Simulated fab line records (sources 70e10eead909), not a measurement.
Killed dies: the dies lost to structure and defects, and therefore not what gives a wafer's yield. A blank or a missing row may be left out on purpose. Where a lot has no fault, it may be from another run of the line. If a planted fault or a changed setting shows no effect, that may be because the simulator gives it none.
The tool behind it: which one? | flow nandHarc | 36 wafers from 12 lots sampled at 4 of the route's 1302 steps

## WHAT THE GAUGES READ, wafer by wafer
No reading from a measuring or inspecting step in the record can be judged against a usual standard deviation.

## TOOL THAT RAN EACH LOT (tool first, then ch and the chambers of the sampled wafers, then the start)
lot  | NHARC_P_ZERO_WELL_ETCH_65         | NHARC_P_STI_OXIDE_29          | NHARC_P_GATE_HM_DEP_102      | NHARC_P_GATE_DESCUM_31
L793 | rieDiel-04 ch 1,2,3, day 1 22:09  | furnace-01 ch 0, day 2 13:22  | aclDep-03 ch 0, day 5 02:27  | rieDiel-03 ch 0,2, day 5 04:00
L794 | rieDiel-07 ch 0,3, day 2 07:29    | furnace-07 ch 0, day 2 17:41  | aclDep-02 ch 0, day 5 02:34  | rieDiel-09 ch 0,1, day 5 04:10
L795 | rieDiel-04 ch 2,3, day 2 17:22    | furnace-07 ch 0, day 3 03:17  | aclDep-01 ch 0, day 5 15:19  | rieDiel-01 ch 0,1,3, day 5 16:38
L796 | rieDiel-07 ch 0,1,3, day 3 03:26  | furnace-07 ch 0, day 3 14:50  | aclDep-02 ch 0, day 6 04:35  | rieDiel-01 ch 1,2,3, day 6 05:53
L798 | rieDiel-04 ch 0,1,2, day 3 23:22  | furnace-01 ch 0, day 4 09:41  | aclDep-01 ch 0, day 6 23:22  | rieDiel-03 ch 0,1,3, day 7 00:54
L799 | rieDiel-04 ch 1,2,3, day 4 09:30  | furnace-07 ch 0, day 4 19:30  | aclDep-03 ch 0, day 7 12:01  | rieDiel-03 ch 0,1,3, day 7 13:21
L803 | rieDiel-08 ch 0,1, day 6 01:21    | furnace-01 ch 0, day 6 13:08  | aclDep-03 ch 0, day 9 08:46  | rieDiel-09 ch 0,3, day 9 10:05
L811 | rieDiel-08 ch 0,1,2, day 9 09:23  | furnace-08 ch 0, day 9 20:55  | aclDep-03 ch 0, day 12 06:47 | rieDiel-01 ch 0,1,3, day 12 08:19
L812 | rieDiel-04 ch 0,3, day 9 19:31    | furnace-08 ch 0, day 10 08:50 | aclDep-02 ch 0, day 12 20:23 | rieDiel-09 ch 0,1,2, day 12 21:51
L813 | rieDiel-04 ch 0,2,3, day 10 05:39 | furnace-07 ch 0, day 10 19:43 | aclDep-01 ch 0, day 13 08:49 | rieDiel-01 ch 0,1, day 13 10:28
L815 | rieDiel-08 ch 0,1,3, day 11 01:31 | furnace-08 ch 0, day 11 11:06 | aclDep-02 ch 0, day 14 06:39 | rieDiel-03 ch 0,1, day 14 07:55
L816 | rieDiel-08 ch 0,1,2, day 11 11:32 | furnace-07 ch 0, day 11 21:34 | aclDep-01 ch 0, day 14 11:16 | rieDiel-01 ch 2,3, day 14 12:34
- NHARC_P_ZERO_WELL_ETCH_65: etches the open film in N2/H2, target depth 80 nm, overetch 24 nm, time 87.88 s.
- NHARC_P_STI_OXIDE_29: material SiO2, target thk 10 nm, ox time 1362 s.
- NHARC_P_GATE_HM_DEP_102: deposits aC, target thk 120 nm.
- NHARC_P_GATE_DESCUM_31: chemistry O2, time 3 s.

## AS READ BY THE TOOLS THEMSELVES (means over the sampled wafers that have a number; for cases with no such wafer, the mark the record gives instead)
NHARC_P_ZERO_WELL_ETCH_65. Usual: biasW is 150.0 W with standard deviation 0.46, drypumpMotorCurrentA is 5.9 A with standard deviation 0.33, oesProductAu is 1.001 a.u. with standard deviation 0.01, rfFwdPowerW is 397.0 W with standard deviation 1.3, rfVppV is 430.2 V with standard deviation 2.9, showerheadPlenumPTorr is 2.04 Torr with standard deviation 0.1, and throttleValvePct is 14.171 % with standard deviation 0.0088.
lot  | tool       | biasW (W) | drypumpMotorCurrentA (A) | oesProductAu (a.u.) | rfFwdPowerW (W) | rfVppV (V) | showerheadPlenumPTorr (Torr) | throttleValvePct (%) | flag
L793 | rieDiel-04 | 150.3     | 5.9                      | 1.009               | 398.0           | 429.2      | 2.03                         | 14.163               | 
L794 | rieDiel-07 | 149.8     | 5.4                      | 1.001               | 397.8           | 431.7      | 2.10                         | 14.175               | 
L795 | rieDiel-04 | 150.0     | 5.8                      | 1.008               | 397.9           | 429.4      | 1.99                         | 14.173               | 
L796 | rieDiel-07 | 150.3     | 5.7                      | 1.005               | 395.7           | 430.3      | 2.06                         | 14.172               | 
L798 | rieDiel-04 | 150.4     | 5.9                      | 1.004               | 397.8           | 428.2      | 1.97                         | 14.171               | 
L799 | rieDiel-04 | 150.1     | 5.9                      | 1.007               | 398.3           | 429.6      | 2.02                         | 14.170               | 
L803 | rieDiel-08 | 150.2     | 6.0                      | 0.995               | 395.6           | 428.5      | 1.96                         | 14.171               | 
L811 | rieDiel-08 | 150.0     | 5.9                      | 1.008               | 396.5           | 432.7      | 2.13                         | 14.159               | 
L812 | rieDiel-04 | 150.5     | 6.2                      | 1.006               | 397.3           | 429.9      | 2.02                         | 14.170               | 
L813 | rieDiel-04 | 149.8     | 6.0                      | 1.010               | 398.0           | 427.9      | 1.97                         | 14.179               | 
L815 | rieDiel-08 | 150.3     | 6.0                      | 1.007               | 397.8           | 432.8      | 2.17                         | 14.175               | 
L816 | rieDiel-08 | 150.4     | 5.9                      | 1.003               | 396.5           | 432.7      | 2.12                         | 14.180               | 

NHARC_P_STI_OXIDE_29. Usual: spikeTcBottomC 919.6 C, standard deviation 2.9; spikeTcLowerC 899.6 C, standard deviation 1.1; zonePowerUpperPct 17.3 %, standard deviation 1.1.
lot  | tool       | spikeTcBottomC (C) | spikeTcLowerC (C) | zonePowerUpperPct (%) | flag
L793 | furnace-01 | 916.7              | 900.9             | 18.2                  | 
L794 | furnace-07 | 923.1              | 900.5             | 15.8                  | 
L795 | furnace-07 | 922.4              | 899.6             | 15.8                  | 
L796 | furnace-07 | 922.5              | 900.3             | 15.7                  | 
L798 | furnace-01 | 916.4              | 900.0             | 18.0                  | 
L799 | furnace-07 | 922.0              | 899.9             | 15.8                  | 
L803 | furnace-01 | 915.8              | 900.6             | 18.1                  | 
L811 | furnace-08 | 921.4              | 899.5             | 18.1                  | 
L812 | furnace-08 | 920.5              | 899.0             | 18.2                  | 
L813 | furnace-07 | 922.5              | 900.4             | 15.8                  | 
L815 | furnace-08 | 920.5              | 899.7             | 18.3                  | 
L816 | furnace-07 | 922.6              | 900.7             | 15.8                  | 

NHARC_P_GATE_HM_DEP_102. Usual: throttleValvePct 35.001 %, standard deviation 0.0097.
lot  | tool      | throttleValvePct (%) | flag
L793 | aclDep-03 | 35.006               | 
L794 | aclDep-02 | 35.003               | 
L795 | aclDep-01 | 35.008               | 
L796 | aclDep-02 | 35.004               | 
L798 | aclDep-01 | 35.006               | 
L799 | aclDep-03 | 35.007               | 
L803 | aclDep-03 | 35.001               | 
L811 | aclDep-03 | 34.999               | 
L812 | aclDep-02 | 35.003               | 
L813 | aclDep-01 | 34.987               | 
L815 | aclDep-02 | 34.999               | 
L816 | aclDep-01 | 34.998               | 

NHARC_P_GATE_DESCUM_31. Usual: drypumpMotorCurrentA 5.9 A, standard deviation 0.52; oesProductAu 1.001 a.u., standard deviation 0.01; rfVppV 57.6 V, standard deviation 0.81; showerheadPlenumPTorr 1.89 Torr, standard deviation 0.068; throttleValvePct 11.311 %, standard deviation 0.0092.
lot  | tool       | drypumpMotorCurrentA (A) | oesProductAu (a.u.) | rfVppV (V) | showerheadPlenumPTorr (Torr) | throttleValvePct (%) | flag
L793 | rieDiel-03 | 5.7                      | 1.008               | 58.3       | 1.85                         | 11.315               | 
L794 | rieDiel-09 | 6.1                      | 1.005               | 56.6       | 1.87                         | 11.303               | 
L795 | rieDiel-01 | 6.2                      | 1.005               | 57.3       | 1.86                         | 11.312               | 
L796 | rieDiel-01 | 5.9                      | 1.004               | 57.6       | 1.87                         | 11.311               | 
L798 | rieDiel-03 | 5.8                      | 1.013               | 57.1       | 1.90                         | 11.304               | 
L799 | rieDiel-03 | 5.7                      | 1.005               | 57.7       | 1.90                         | 11.316               | 
L803 | rieDiel-09 | 6.4                      | 1.003               | 57.4       | 1.82                         | 11.313               | 
L811 | rieDiel-01 | 6.2                      | 0.993               | 57.2       | 1.86                         | 11.310               | 
L812 | rieDiel-09 | 5.8                      | 0.994               | 58.4       | 1.94                         | 11.316               | 
L813 | rieDiel-01 | 6.3                      | 0.996               | 57.6       | 1.87                         | 11.312               | 
L815 | rieDiel-03 | 5.7                      | 1.004               | 57.9       | 1.88                         | 11.306               | 
L816 | rieDiel-01 | 6.3                      | 0.996               | 57.8       | 1.90                         | 11.304               | 

## THE ANSWER, worked out from the rows above alone
Rule: take the mean of a lot's wafers that have a number; if it is more than 3 standard deviations from the usual mean, the lot is off. A lot without any number at a reading at which 4 lots or more have one is off too. All remaining lots with rows at the step are treated as sound. After the gauges, taken in route order, come the tools' own readings; for these a lot's mean is taken, as printed above. The first step at which some lot is off is used, and at that step the reading that is off furthest; a lot without a number counts as furthest.
Across all readings shown, no lot is off: no conclusion can be drawn from this.

## WHAT THE SIMULATOR HAD PUT IN
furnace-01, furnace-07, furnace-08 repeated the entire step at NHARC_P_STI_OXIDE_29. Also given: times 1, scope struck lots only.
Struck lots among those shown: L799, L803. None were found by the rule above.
